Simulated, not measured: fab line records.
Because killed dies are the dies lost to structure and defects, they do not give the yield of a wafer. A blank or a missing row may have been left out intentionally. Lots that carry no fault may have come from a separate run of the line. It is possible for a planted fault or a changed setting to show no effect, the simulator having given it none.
The tool behind it: which one? / flow n5_finfet / 30 wafers from 10 lots sampled at 5 of the route's 1938 steps

== WHAT THE GAUGES SHOWED, per wafer ==
N5_BEOL_M4_RS_MEAS_58: uses a four-point probe to measure. Usual: M4_RS 0.666 ohm/sq, standard deviation 0.028.
lot=L310; measured=day 8 22:41; on=film_metro-02; M4_RS (ohm/sq)=0.668 0.642 0.629; flag=
lot=L311; measured=day 9 05:10; on=film_metro-01; M4_RS (ohm/sq)=0.674 0.647 0.660; flag=
lot=L313; measured=day 9 13:22; on=film_metro-01; M4_RS (ohm/sq)=0.719 0.677 0.647; flag=
lot=L314; measured=day 10 08:19; on=film_metro-02; M4_RS (ohm/sq)=0.656 0.685 0.653; flag=
lot=L315; measured=day 10 08:31; on=film_metro-02; M4_RS (ohm/sq)=0.719 0.622 0.663; flag=
lot=L316; measured=day 10 11:40; on=film_metro-01; M4_RS (ohm/sq)=0.624 0.635 0.639; flag=
lot=L320; measured=day 11 01:29; on=film_metro-02; M4_RS (ohm/sq)=0.671 0.616 0.661; flag=
lot=L327; measured=day 13 18:00; on=film_metro-02; M4_RS (ohm/sq)=0.660 0.659 0.658; flag=
lot=L329; measured=day 13 23:10; on=film_metro-02; M4_RS (ohm/sq)=0.602 0.661 0.652; flag=
lot=L330; measured=day 13 18:39; on=film_metro-01; M4_RS (ohm/sq)=0.662 0.707 0.670; flag=

N5_BEOL_M4_RC_MEAS_101. Usual: DIBL_N 36.4 mV/V, standard deviation 1.6; DIBL_P 35.9 mV/V, standard deviation 2; EOT_N 10.54, standard deviation 0.11; EOT_P 10.47, standard deviation 0.11; IGATE_N 0.0128 nA/um, standard deviation 0.0021; IGATE_P 0.0038 nA/um, standard deviation 0.00061; IOFF_N 0.152 nA/um, standard deviation 0.03; IOFF_P 0.20 nA/um, standard deviation 0.032; IOFF_P_85C 3.5 nA/um, standard deviation 0.47; IOFF_P_LIN 0.095 nA/um, standard deviation 0.012; IOFF_P_LONG 0.000101 nA/um, standard deviation 6.6e-06; ION_N 670 uA/um, standard deviation 12; ION_P 459 uA/um, standard deviation 7.3; SS_N 71.6 mV/dec, standard deviation 0.55; SS_P 73.2 mV/dec, standard deviation 0.69; VT_N 251 mV, standard deviation 3.5; VT_N_LVT 100 mV, standard deviation 3.4; VT_P -252 mV, standard deviation 3.2; VT_P_LONG -276.4 mV, standard deviation 2.5.
lot=L310; measured=day 8 22:53; on=prober-01; DIBL_N (mV/V)=36.8 39.9 39.2; DIBL_P (mV/V)=34.9 38.3 38.4; EOT_N=10.63 10.40 10.41; EOT_P=10.62 10.36 10.56; IGATE_N (nA/um)=0.0111 0.0158 0.0141; IGATE_P (nA/um)=0.0033 0.0048 0.0043; IOFF_N (nA/um)=0.133 0.198 0.181; IOFF_P (nA/um)=0.21 0.25 0.25; IOFF_P_85C (nA/um)=3.7 4.2 4.2; IOFF_P_LIN (nA/um)=0.101 0.115 0.113; IOFF_P_LONG (nA/um)=0.000106 0.000105 0.000103; ION_N (uA/um)=655 687 683; ION_P (uA/um)=459 467 464; SS_N (mV/dec)=71.6 72.0 71.8; SS_P (mV/dec)=73.7 73.9 73.7; VT_N (mV)=252 247 248; VT_N_LVT (mV)=103 97 98; VT_P (mV)=-252 -249 -252; VT_P_LONG (mV)=-273.3 -273.8 -273.7; flag=
lot=L311; measured=day 9 05:32; on=prober-01; DIBL_N (mV/V)=37.2 35.7 34.9; DIBL_P (mV/V)=37.4 35.0 35.2; EOT_N=10.54 10.63 10.71; EOT_P=10.47 10.45 10.55; IGATE_N (nA/um)=0.0133 0.0112 0.0115; IGATE_P (nA/um)=0.0040 0.0034 0.0035; IOFF_N (nA/um)=0.177 0.148 0.142; IOFF_P (nA/um)=0.22 0.19 0.18; IOFF_P_85C (nA/um)=3.8 3.3 3.3; IOFF_P_LIN (nA/um)=0.099 0.089 0.088; IOFF_P_LONG (nA/um)=9.5e-05 9.8e-05 0.000101; ION_N (uA/um)=688 679 678; ION_P (uA/um)=468 459 460; SS_N (mV/dec)=72.4 71.9 71.8; SS_P (mV/dec)=73.6 72.8 72.6; VT_N (mV)=247 251 251; VT_N_LVT (mV)=96 97 99; VT_P (mV)=-248 -252 -250; VT_P_LONG (mV)=-278.9 -274.0 -277.3; flag=
lot=L313; measured=day 9 13:25; on=prober-02; DIBL_N (mV/V)=34.1 36.5 33.6; DIBL_P (mV/V)=35.9 38.9 35.0; EOT_N=10.55 10.45 10.43; EOT_P=10.48 10.41 10.35; IGATE_N (nA/um)=0.0103 0.0138 0.0147; IGATE_P (nA/um)=0.0031 0.0040 0.0043; IOFF_N (nA/um)=0.137 0.184 0.140; IOFF_P (nA/um)=0.20 0.24 0.18; IOFF_P_85C (nA/um)=3.4 4.0 3.1; IOFF_P_LIN (nA/um)=0.090 0.103 0.084; IOFF_P_LONG (nA/um)=9.6e-05 9.5e-05 9.6e-05; ION_N (uA/um)=666 681 674; ION_P (uA/um)=462 467 457; SS_N (mV/dec)=71.4 71.9 71.2; SS_P (mV/dec)=72.8 73.5 72.2; VT_N (mV)=252 246 249; VT_N_LVT (mV)=98 95 99; VT_P (mV)=-251 -252 -256; VT_P_LONG (mV)=-277.0 -275.7 -280.0; flag=
lot=L314; measured=day 10 08:22; on=prober-01; DIBL_N (mV/V)=34.1 38.1 35.6; DIBL_P (mV/V)=33.3 39.7 35.3; EOT_N=10.64 10.48 10.65; EOT_P=10.61 10.50 10.57; IGATE_N (nA/um)=0.0116 0.0156 0.0111; IGATE_P (nA/um)=0.0035 0.0046 0.0034; IOFF_N (nA/um)=0.108 0.193 0.132; IOFF_P (nA/um)=0.13 0.22 0.16; IOFF_P_85C (nA/um)=2.5 3.7 2.9; IOFF_P_LIN (nA/um)=0.070 0.098 0.080; IOFF_P_LONG (nA/um)=9.5e-05 9e-05 9.6e-05; ION_N (uA/um)=658 688 674; ION_P (uA/um)=448 467 458; SS_N (mV/dec)=70.8 71.8 71.5; SS_P (mV/dec)=72.8 74.8 73.4; VT_N (mV)=258 247 253; VT_N_LVT (mV)=105 95 101; VT_P (mV)=-261 -251 -253; VT_P_LONG (mV)=-279.4 -279.7 -278.1; flag=
lot=L315; measured=day 10 08:34; on=prober-02; DIBL_N (mV/V)=36.9 36.9 36.3; DIBL_P (mV/V)=34.1 34.5 34.2; EOT_N=10.67 10.46 10.47; EOT_P=10.44 10.26 10.36; IGATE_N (nA/um)=0.0118 0.0151 0.0148; IGATE_P (nA/um)=0.0035 0.0046 0.0045; IOFF_N (nA/um)=0.151 0.152 0.139; IOFF_P (nA/um)=0.18 0.19 0.19; IOFF_P_85C (nA/um)=3.3 3.4 3.3; IOFF_P_LIN (nA/um)=0.086 0.090 0.090; IOFF_P_LONG (nA/um)=9.2e-05 9.6e-05 9.4e-05; ION_N (uA/um)=681 680 669; ION_P (uA/um)=453 468 464; SS_N (mV/dec)=72.2 71.7 71.5; SS_P (mV/dec)=73.2 73.0 73.0; VT_N (mV)=251 251 251; VT_N_LVT (mV)=101 100 102; VT_P (mV)=-255 -255 -251; VT_P_LONG (mV)=-278.3 -278.0 -276.5; flag=
lot=L316; measured=day 10 12:04; on=prober-01; DIBL_N (mV/V)=36.8 37.7 33.6; DIBL_P (mV/V)=38.0 40.0 34.8; EOT_N=10.22 10.41 10.18; EOT_P=10.17 10.21 10.11; IGATE_N (nA/um)=0.0263 0.0178 0.0252; IGATE_P (nA/um)=0.0080 0.0054 0.0077; IOFF_N (nA/um)=0.161 0.183 0.110; IOFF_P (nA/um)=1.67 2.02 1.35; IOFF_P_85C (nA/um)=21.2 24.8 17.6; IOFF_P_LIN (nA/um)=0.773 0.879 0.672; IOFF_P_LONG (nA/um)=0.000605 0.000623 0.00062; ION_N (uA/um)=674 679 655; ION_P (uA/um)=543 553 533; SS_N (mV/dec)=72.0 72.2 71.5; SS_P (mV/dec)=74.0 74.8 73.6; VT_N (mV)=253 250 257; VT_N_LVT (mV)=163 160 168; VT_P (mV)=-196 -193 -198; VT_P_LONG (mV)=-223.3 -220.9 -221.0; flag=OFF
lot=L320; measured=day 11 01:50; on=prober-01; DIBL_N (mV/V)=35.6 33.8 33.6; DIBL_P (mV/V)=37.0 34.5 34.3; EOT_N=10.17 10.31 10.23; EOT_P=10.04 10.03 10.12; IGATE_N (nA/um)=0.0263 0.0236 0.0235; IGATE_P (nA/um)=0.0081 0.0071 0.0072; IOFF_N (nA/um)=0.140 0.111 0.105; IOFF_P (nA/um)=1.80 1.49 1.43; IOFF_P_85C (nA/um)=22.4 19.5 18.8; IOFF_P_LIN (nA/um)=0.857 0.734 0.728; IOFF_P_LONG (nA/um)=0.000699 0.000681 0.000706; ION_N (uA/um)=673 650 659; ION_P (uA/um)=548 535 543; SS_N (mV/dec)=72.9 71.7 71.6; SS_P (mV/dec)=75.0 73.7 74.2; VT_N (mV)=255 257 260; VT_N_LVT (mV)=166 169 172; VT_P (mV)=-191 -196 -194; VT_P_LONG (mV)=-215.6 -218.0 -218.6; flag=OFF
lot=L327; measured=day 13 18:13; on=prober-02; DIBL_N (mV/V)=35.5 33.3 32.5; DIBL_P (mV/V)=34.6 32.0 31.6; EOT_N=10.50 10.53 10.51; EOT_P=10.48 10.53 10.63; IGATE_N (nA/um)=0.0148 0.0116 0.0104; IGATE_P (nA/um)=0.0044 0.0035 0.0032; IOFF_N (nA/um)=0.143 0.106 0.095; IOFF_P (nA/um)=0.17 0.14 0.14; IOFF_P_85C (nA/um)=3.1 2.7 2.6; IOFF_P_LIN (nA/um)=0.086 0.075 0.074; IOFF_P_LONG (nA/um)=0.0001 9.8e-05 0.000103; ION_N (uA/um)=661 646 644; ION_P (uA/um)=452 449 448; SS_N (mV/dec)=71.1 71.1 70.4; SS_P (mV/dec)=73.7 71.9 72.4; VT_N (mV)=252 258 255; VT_N_LVT (mV)=100 105 105; VT_P (mV)=-251 -256 -253; VT_P_LONG (mV)=-278.8 -276.8 -277.1; flag=
lot=L329; measured=day 13 23:13; on=prober-02; DIBL_N (mV/V)=35.3 36.3 34.5; DIBL_P (mV/V)=35.4 35.6 35.5; EOT_N=10.51 10.58 10.45; EOT_P=10.53 10.54 10.44; IGATE_N (nA/um)=0.0125 0.0115 0.0146; IGATE_P (nA/um)=0.0038 0.0034 0.0044; IOFF_N (nA/um)=0.135 0.160 0.127; IOFF_P (nA/um)=0.19 0.20 0.20; IOFF_P_85C (nA/um)=3.4 3.5 3.6; IOFF_P_LIN (nA/um)=0.095 0.095 0.099; IOFF_P_LONG (nA/um)=9.7e-05 9.9e-05 0.0001; ION_N (uA/um)=671 667 664; ION_P (uA/um)=458 452 464; SS_N (mV/dec)=71.7 72.3 71.1; SS_P (mV/dec)=73.6 73.2 73.2; VT_N (mV)=255 253 254; VT_N_LVT (mV)=102 101 103; VT_P (mV)=-253 -252 -251; VT_P_LONG (mV)=-274.5 -277.8 -273.2; flag=
lot=L330; measured=day 13 18:51; on=prober-01; DIBL_N (mV/V)=35.6 35.7 34.8; DIBL_P (mV/V)=34.2 34.9 32.8; EOT_N=10.45 10.48 10.51; EOT_P=10.56 10.33 10.48; IGATE_N (nA/um)=0.0127 0.0147 0.0127; IGATE_P (nA/um)=0.0038 0.0043 0.0038; IOFF_N (nA/um)=0.128 0.124 0.117; IOFF_P (nA/um)=0.16 0.16 0.14; IOFF_P_85C (nA/um)=2.9 3.0 2.6; IOFF_P_LIN (nA/um)=0.076 0.080 0.070; IOFF_P_LONG (nA/um)=9.3e-05 9.3e-05 9e-05; ION_N (uA/um)=659 668 654; ION_P (uA/um)=445 458 447; SS_N (mV/dec)=71.3 71.0 71.2; SS_P (mV/dec)=73.0 73.4 72.5; VT_N (mV)=255 254 256; VT_N_LVT (mV)=102 103 104; VT_P (mV)=-257 -258 -261; VT_P_LONG (mV)=-278.6 -281.0 -282.0; flag=

== WHAT TOOL EACH LOT RAN ON (gives the tool, then ch and the chambers of the sampled wafers, and finally the start) ==
lot=L310; N5_HKMG_FIN_RTA_80=rtp_anneal-02 ch 0, day 4 22:37; N5_BEOL_M4_SPUTTER_90=pvd_sputter-02, day 8 20:58; N5_BEOL_M4_ANNEAL_51=rtp_anneal-02 ch 0, day 8 21:52
lot=L311; N5_HKMG_FIN_RTA_80=rtp_anneal-02 ch 0, day 5 00:52; N5_BEOL_M4_SPUTTER_90=pvd_sputter-02, day 9 02:15; N5_BEOL_M4_ANNEAL_51=rtp_anneal-01 ch 0, day 9 04:24
lot=L313; N5_HKMG_FIN_RTA_80=rtp_anneal-02 ch 0, day 5 19:42; N5_BEOL_M4_SPUTTER_90=pvd_sputter-02, day 9 11:35; N5_BEOL_M4_ANNEAL_51=rtp_anneal-02 ch 0, day 9 12:26
lot=L314; N5_HKMG_FIN_RTA_80=rtp_anneal-02 ch 0, day 6 00:24; N5_BEOL_M4_SPUTTER_90=pvd_sputter-01, day 10 06:32; N5_BEOL_M4_ANNEAL_51=rtp_anneal-02 ch 0, day 10 07:24
lot=L315; N5_HKMG_FIN_RTA_80=rtp_anneal-02 ch 0, day 6 07:20; N5_BEOL_M4_SPUTTER_90=pvd_sputter-03, day 10 06:41; N5_BEOL_M4_ANNEAL_51=rtp_anneal-02 ch 0, day 10 07:40
lot=L316; N5_HKMG_FIN_RTA_80=rtp_anneal-02 ch 0, day 6 11:47; N5_BEOL_M4_SPUTTER_90=pvd_sputter-03, day 10 09:57; N5_BEOL_M4_ANNEAL_51=rtp_anneal-02 ch 0, day 10 10:54
lot=L320; N5_HKMG_FIN_RTA_80=rtp_anneal-02 ch 0, day 7 07:56; N5_BEOL_M4_SPUTTER_90=pvd_sputter-02, day 10 23:43; N5_BEOL_M4_ANNEAL_51=rtp_anneal-01 ch 0, day 11 00:43
lot=L327; N5_HKMG_FIN_RTA_80=rtp_anneal-02 ch 0, day 9 08:34; N5_BEOL_M4_SPUTTER_90=pvd_sputter-02, day 13 16:17; N5_BEOL_M4_ANNEAL_51=rtp_anneal-01 ch 0, day 13 17:11
lot=L329; N5_HKMG_FIN_RTA_80=rtp_anneal-02 ch 0, day 9 13:34; N5_BEOL_M4_SPUTTER_90=pvd_sputter-01, day 13 21:27; N5_BEOL_M4_ANNEAL_51=rtp_anneal-01 ch 0, day 13 22:19
lot=L330; N5_HKMG_FIN_RTA_80=rtp_anneal-02 ch 0, day 9 20:08; N5_BEOL_M4_SPUTTER_90=pvd_sputter-01, day 13 16:56; N5_BEOL_M4_ANNEAL_51=rtp_anneal-01 ch 0, day 13 17:50
- N5_HKMG_FIN_RTA_80: time 2 s.
- N5_BEOL_M4_SPUTTER_90: material Cu, target thk 4.5 nm, time 8.29 s.
- N5_BEOL_M4_ANNEAL_51: time 90 s.

== WHAT THE TOOLS THEMSELVES READ (means of the sampled wafers that have a number; where no wafer has one, the mark that the record gives instead) ==
N5_BEOL_M4_SPUTTER_90. Usual: chuck_gas_flow_sccm 1.26 sccm, standard deviation 0.052; throttle_valve_pct 29.9 %, standard deviation 1.1.
lot=L310; tool=pvd_sputter-02; chuck_gas_flow_sccm (sccm)=1.32; throttle_valve_pct (%)=30.4; flag=
lot=L311; tool=pvd_sputter-02; chuck_gas_flow_sccm (sccm)=1.28; throttle_valve_pct (%)=29.6; flag=
lot=L313; tool=pvd_sputter-02; chuck_gas_flow_sccm (sccm)=1.24; throttle_valve_pct (%)=30.6; flag=
lot=L314; tool=pvd_sputter-01; chuck_gas_flow_sccm (sccm)=1.28; throttle_valve_pct (%)=29.7; flag=
lot=L315; tool=pvd_sputter-03; chuck_gas_flow_sccm (sccm)=1.29; throttle_valve_pct (%)=29.3; flag=
lot=L316; tool=pvd_sputter-03; chuck_gas_flow_sccm (sccm)=1.26; throttle_valve_pct (%)=30.6; flag=
lot=L320; tool=pvd_sputter-02; chuck_gas_flow_sccm (sccm)=1.24; throttle_valve_pct (%)=30.7; flag=
lot=L327; tool=pvd_sputter-02; chuck_gas_flow_sccm (sccm)=1.24; throttle_valve_pct (%)=30.6; flag=
lot=L329; tool=pvd_sputter-01; chuck_gas_flow_sccm (sccm)=1.26; throttle_valve_pct (%)=29.8; flag=
lot=L330; tool=pvd_sputter-01; chuck_gas_flow_sccm (sccm)=1.29; throttle_valve_pct (%)=29.8; flag=

N5_BEOL_M4_ANNEAL_51. Usual: wafer_temp_C_max at 225.66, with a standard deviation of 0.21.
lot=L310 tool=rtp_anneal-02 wafer_temp_C_max=225.45 flag=
lot=L311 tool=rtp_anneal-01 wafer_temp_C_max=225.74 flag=
lot=L313 tool=rtp_anneal-02 wafer_temp_C_max=225.51 flag=
lot=L314 tool=rtp_anneal-02 wafer_temp_C_max=225.61 flag=
lot=L315 tool=rtp_anneal-02 wafer_temp_C_max=225.68 flag=
lot=L316 tool=rtp_anneal-02 wafer_temp_C_max=225.52 flag=
lot=L320 tool=rtp_anneal-01 wafer_temp_C_max=225.91 flag=
lot=L327 tool=rtp_anneal-01 wafer_temp_C_max=225.85 flag=
lot=L329 tool=rtp_anneal-01 wafer_temp_C_max=225.91 flag=
lot=L330 tool=rtp_anneal-01 wafer_temp_C_max=225.56 flag=

== THE ANSWER, worked out from the rows above alone ==
Rule: a lot counts as off when the mean over its wafers that have a number is more than 3 standard deviations away from the usual mean. Also off: a lot with no number at a reading for which 4 or more lots have one. All remaining lots with rows at the step are treated as sound. The gauges are gone through in route order, then the tools' own readings, and for those a lot's mean is taken as printed above. At the first step where some lot is off, the reading lying furthest off is the one used; lots without a number count as furthest.
Off: L316, L320, seen at N5_BEOL_M4_RC_MEAS_101 (IOFF_P_LONG).
If a tool, at a process step before that reading, ran all the lots that are off and no sound lot after the first of them, it fits. Those tools and the gauges at N5_BEOL_M4_RC_MEAS_101 are tried in the same way. No candidate that was tried fits.

== WHAT THE SIMULATOR HAD PUT IN ==
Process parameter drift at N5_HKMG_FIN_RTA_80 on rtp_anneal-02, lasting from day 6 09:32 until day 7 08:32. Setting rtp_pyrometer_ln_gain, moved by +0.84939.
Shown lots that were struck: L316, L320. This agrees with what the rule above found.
